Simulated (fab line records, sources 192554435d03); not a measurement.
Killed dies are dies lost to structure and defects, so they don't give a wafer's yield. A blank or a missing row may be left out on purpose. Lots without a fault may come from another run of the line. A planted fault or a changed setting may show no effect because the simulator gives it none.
Chamber matching | flow n5_finfet | N5_BEOL_M3_PECVD_72 on pecvd-02: 3 sister chambers
The step deposits SiO2 from TEOS/O2, target thk 16 nm, time 18 s. 3 wafers are shown with their chamber, then 9 later ones without.

WAFERS WITH THEIR CHAMBER
wafer  | chamber | throttle_valve_pct (%)
L085.3 | 2       | 22.4
L085.5 | 1       | 23.5
L085.6 | 0       | 22.4

WAFERS WITHOUT THEIR CHAMBER
wafer  | throttle_valve_pct (%)
L086.1 | 22.6
L086.4 | 22.7
L086.5 | 23.4
L088.1 | 22.3
L088.2 | 23.5
L088.4 | 23.1
L096.1 | 22.4
L096.2 | 22.7
L096.4 | 22.6

WHICH CHAMBER EACH WENT THROUGH
wafer  | from the rows above          | in truth
L086.1 | can't be placed: 0 or 2      | 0
L086.4 | can't be placed: 0 or 2      | 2
L086.5 | 1                            | 1
L088.1 | can't be placed: 0 or 2      | 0
L088.2 | 1                            | 1
L088.4 | can't be placed: 1 or 0 or 2 | 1
L096.1 | can't be placed: 0 or 2      | 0
L096.2 | can't be placed: 0 or 2      | 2
L096.4 | can't be placed: 0 or 2      | 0
Placed correctly: 2 of 9. Can't be placed from these rows: 7 (the true chamber is among the candidates in 7). Placed wrongly: 0.
How it was worked out, from the rows above alone: a wafer's distance from a chamber is the root of the sum, over the readings, of the square of ((its reading less the chamber's mean) divided by the reading's scatter). The wafer belongs to the nearest chamber; if the next one is less than 2 further off, it can't be placed. A chamber's mean is the mean of its shown wafers. The scatter: with one shown wafer a chamber, the root of the mean of the squares of how far each hidden wafer lies from its nearest shown one.
